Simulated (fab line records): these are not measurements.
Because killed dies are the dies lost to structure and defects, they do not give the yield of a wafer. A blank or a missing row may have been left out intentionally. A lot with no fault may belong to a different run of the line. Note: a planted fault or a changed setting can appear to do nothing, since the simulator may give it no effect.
Chamber matching -- flow n5Finfet -- N5_ZERO_LAYER_PECVD_02 on pecvd-03: 3 sister chambers
The step deposits SiO2 from SiH4/N2O, target thk 10 nm, time 6 s. 6 wafers are shown with their chamber, then 11 later ones without.

## EACH WAFER AND ITS CHAMBER
wafer,chamber,showerheadPlenumPTorr (Torr),heaterPowerW (W)
L084.3,2,8.46,738
L084.6,0,8.41,899
L085.2,1,8.24,766
L085.5,1,8.26,765
L085.6,0,8.38,881
L087.1,2,8.40,781

## WAFERS WITH NO CHAMBER GIVEN
wafer,showerheadPlenumPTorr (Torr),heaterPowerW (W)
L087.5,8.23,774
L087.6,8.44,783
L090.2,8.39,850
L090.3,8.42,773
L090.5,8.39,858
L092.1,8.39,919
L092.2,8.43,738
L092.3,8.25,713
L096.2,8.41,947
L096.4,8.40,929
L096.6,8.48,723

## THE CHAMBER EACH PASSED THROUGH
wafer,from the rows above,in truth
L087.5,1,1
L087.6,2,2
L090.2,0,0
L090.3,2,2
L090.5,0,0
L092.1,0,0
L092.2,2,2
L092.3,1,1
L096.2,0,0
L096.4,0,0
L096.6,2,2
Correctly placed: 11 of 11. Number that these rows cannot place: 0. Placed wrongly: 0.
How it was worked out, from the rows above alone: a wafer's distance from a chamber is the root of the sum, over the readings, of the square of ((its reading less the chamber's mean) divided by the reading's scatter). The wafer belongs to the nearest chamber; if the next one is less than 2 further off, it can't be placed. The mean given for a chamber averages the wafers shown for that chamber. The scatter: take each reading less its chamber's mean, square it, sum over the shown wafers, divide by the number of wafers less the number of chambers, and take the root.
